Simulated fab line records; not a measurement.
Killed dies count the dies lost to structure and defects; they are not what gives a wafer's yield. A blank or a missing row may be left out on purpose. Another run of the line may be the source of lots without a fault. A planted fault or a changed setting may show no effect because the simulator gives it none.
A struck lot beside a sound one | flow n5 finfet | 36 steps out of a route of 1938
Sound: wafers L833.3, L833.4, L833.5. Wafers struck: L822.1, L822.5, L822.6. At the end, the cause is stated.
Each step with rows lists, per side, the tool, then ch with its chambers, then its first start. Under that, the readings that differ: sound wafers | struck wafers | difference of the means | sigmas: that difference in standard deviations of wafers without a fault.
alike: words and numbers the same on both sides, and readings whose means are apart by under 2 such deviations; not compared: readings that were withheld, readings missing a value for some wafer, numbers with overlapping values and no deviation given by the record, and bounds like >300 which may hide the same value.
The two part at a step that has a row with sigmas, a row that says differs or no value, or rows on one side only. Numbers that have no deviation but don't overlap get no sigmas and don't part them. Lack of a reading on every wafer of one side parts them only where that side has two or more wafers.

first, 9 steps without rows for these wafers: N5_BEOL_M4_ANNEAL_95 (time 240 s); N5_BEOL_M4_SPUTTER_96 (material Cu, target thk 4.5 nm, time 8.29 s); N5_BEOL_M4_ECD_50 (material Cu, target thk 300 nm); N5_BEOL_M4_ANNEAL_51 (time 90 s); N5_BEOL_M4_CMP_52 (polishes, stops on SiOC, t overpolish 6.8 s, target thk 40 nm); N5_BEOL_M4_PRE_CLEAN_60 (time 15 s); N5_BEOL_M4_CO_CAP_55 (material Co, precursor CCTBA/H2, target thk 2 nm, time 102.1 s); N5_BEOL_M4_PRE_CLEAN_56 (time 15 s); N5_BEOL_M4_DEP_57 (deposits SiCN from 3MS/NH3, target thk 8 nm, time 14 s).
N5_BEOL_M4_RC_MEAS_101:
  sound on prober-01 ch 0, day 20 12:20; struck on prober-02 ch 0, day 17 18:32
  alike: DIBL_N, DIBL_P, IOFF_N, IOFF_P, ION_N, ION_P, SS_N, SS_P, VT_N, VT_P
then, 24 steps without rows for these wafers: N5_BEOL_M5_ILD_DEP_00 (deposits SiCOH lowk from DEMS/porogen, target thk 140.64 nm, time 25.9 s); N5_BEOL_M5_CURE_79 (cures SiCOH lowk, time 240 s); N5_BEOL_M5_PECVD_70 (deposits SiO2 from TEOS/O2, target thk 16 nm, time 18 s); N5_BEOL_M5_HM_DEP_02 (deposits TiN, target thk 20 nm); N5_BEOL_M5_COAT_59 (time 60 s, resist thk 60 nm); N5_BEOL_M5_COAT_60 (time 60 s, resist thk 12 nm); N5_BEOL_M5_COAT_71 (time 60 s, resist thk 5 nm); N5_BEOL_M5_COAT_05 (resist thk 30 nm); N5_BEOL_M5_EBR_07; N5_BEOL_M5_SOFTBAKE_06 (time 60 s); N5_BEOL_M5_EXPOSE_08 (exposes mask M5, target cd 28 nm); N5_BEOL_M5_PEB_09 (peb time 60 s); N5_BEOL_M5_DEVELOP_10 (develop time 30 s); N5_BEOL_M5_DESCUM_16 (chemistry O2, time 7 s); N5_BEOL_M5_ETCH_72 (etches underlayer in N2/H2, target depth 6.5 nm, time 5.2 s); N5_BEOL_M5_ETCH_61 (etches SiARC in CF4, target depth 15.6 nm, time 26 s); N5_BEOL_M5_ETCH_62 (etches SOC in N2/H2, target depth 75 nm, overetch 15 nm, time 112.5 s); N5_BEOL_M5_STRIP_63 (strips in N2/H2); N5_BEOL_M5_STRIP_73 (strips in N2/H2); N5_BEOL_M5_STRIP_64 (strips in CF4); N5_BEOL_M5_HM_OPEN_17 (chemistry Cl2/BCl3, target TiN, target depth 20 nm, overetch 6 nm); N5_BEOL_M5_STRIP_19 (strips in O2); N5_BEOL_M5_COAT_65 (time 60 s, resist thk 60 nm); N5_BEOL_M5_COAT_66 (time 60 s, resist thk 12 nm).
N5_BEOL_M6_VIA_ETCH_34: etches SiCOH lowk in C4F6/O2, target depth 126.3 nm, time 50.9 s.
  sound on rie diel-02 ch 0,1, day 21 06:49; struck on rie diel-03 ch 0,2, day 18 17:08
  no value came back on the struck wafers for any of 9 readings (C4F6_flow_sccm (sccm), O2_flow_sccm (sccm) and others); on the sound wafers C4F6_flow_sccm (sccm) reads 10.01 9.97 9.99
  reading                                    | sound      | struck      | difference | sigmas
  model.SiARC_of_BEOL_M6_COAT_64.thk nm (nm) | 0 0 0      | 6.4 6.4 6.4 | +6.4       |
  model.SOC_of_BEOL_M6_COAT_63.thk nm (nm)   | 54 54.2 54 | 60 59.8 60  | +6         |
  not compared: rf hours counter h
-- record jumps: 4 days separate the struck wafers' starts on either side; left off in module BEOL_M6, taken up again in module PASSIVATION, whose first shown step is the route's number 1936 --
N5_PASSIVATION_PROBE_49:
  rows exist in the record for the struck wafers here (prober-02, day 22 13:52), but not for the sound ones

## WHERE THEY PART
Earliest at N5_BEOL_M6_VIA_ETCH_34; latest, in this record, at N5_PASSIVATION_PROBE_49.

WHY: the cause the simulator had injected
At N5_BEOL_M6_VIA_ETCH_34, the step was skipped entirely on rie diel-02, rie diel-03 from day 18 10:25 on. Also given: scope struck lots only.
